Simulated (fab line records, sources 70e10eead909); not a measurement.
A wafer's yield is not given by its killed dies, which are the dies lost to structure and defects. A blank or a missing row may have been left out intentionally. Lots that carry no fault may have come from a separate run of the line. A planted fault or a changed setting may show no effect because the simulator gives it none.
A single fault, viewed from 2 desks / flow nandHarc / every desk sees just its own numbers, and what lay behind them comes last

## THE METROLOGY DESK
What the gauges read, lot by lot, whatever tool the lot ran on: means of the sampled wafers that have a number. If a lot's mean is further than 4 standard deviations from the usual mean, the lot is out of limits and carries the mark OUT (the distance appears in the brackets).
Columns: A = overlayXNm at NHARC_A_BONDPAD_OVL_MEAS_35, usual -1 nm; B = overlayYNm at NHARC_A_BONDPAD_OVL_MEAS_35, usual -1 nm
lot=L576; first seen here=day 23 16:58; A=-7; B=-3
lot=L577; first seen here=day 23 18:49; A=0; B=-3
lot=L581; first seen here=day 24 14:52; A=0; B=-1
lot=L580; first seen here=day 24 21:46; A=0; B=3
lot=L583; first seen here=day 26 20:19; A=7; B=7
lot=L584; first seen here=day 27 01:20; A=3; B=10
lot=L586; first seen here=day 27 15:40; A=-6; B=-6
lot=L589; first seen here=day 28 13:32; A=7; B=5
lot=L590; first seen here=day 28 20:39; A=-8; B=-16
lot=L588; first seen here=day 29 00:26; A=-11; B=-4
lot=L598; first seen here=day 32 18:00; A=-7; B=10
lot=L597; first seen here=day 33 02:42; A=6; B=2
lot=L596; first seen here=day 33 06:56; A=6; B=-7
Result from this desk: across the 13 lots, nothing is out of limits.

## AT THE TOOL OWNER'S DESK: cvdW-02
The tool's own readings at NHARC_A_WL_FILL_CVD_03 (deposits W, target thk 40 nm, time 279 s): means of the sampled wafers that have a number, for each lot that ran on this tool. If a lot's mean is further than 4 standard deviations from the usual mean, the lot is out of limits and carries the mark OUT (the distance appears in the brackets).
Columns: A = heaterPowerW at NHARC_A_WL_FILL_CVD_03, usual 463 W; B = throttleValvePct at NHARC_A_WL_FILL_CVD_03, usual 7.77 %
lot=L576; first seen here=day 20 23:01; A=459; B=7.97
lot=L577; first seen here=day 21 03:02; A=460; B=8.07
lot=L581; first seen here=day 21 21:06; A=456; B=7.88
lot=L580; first seen here=day 22 08:33; A=458; B=8.19
lot=L583; first seen here=day 23 23:14; A=457; B=7.91
lot=L584; first seen here=day 24 04:41; A=457; B=8.00
lot=L590; first seen here=day 26 05:55; A=454; B=7.92
lot=L588; first seen here=day 26 10:47; A=450; B=8.04
Result from this desk: across the 8 lots, nothing is out of limits.

## PUT TOGETHER
Metrology desk: nothing out of limits seen.
The tool owner's desk saw nothing out of limits.

## WHAT THE SIMULATOR HAD INSERTED
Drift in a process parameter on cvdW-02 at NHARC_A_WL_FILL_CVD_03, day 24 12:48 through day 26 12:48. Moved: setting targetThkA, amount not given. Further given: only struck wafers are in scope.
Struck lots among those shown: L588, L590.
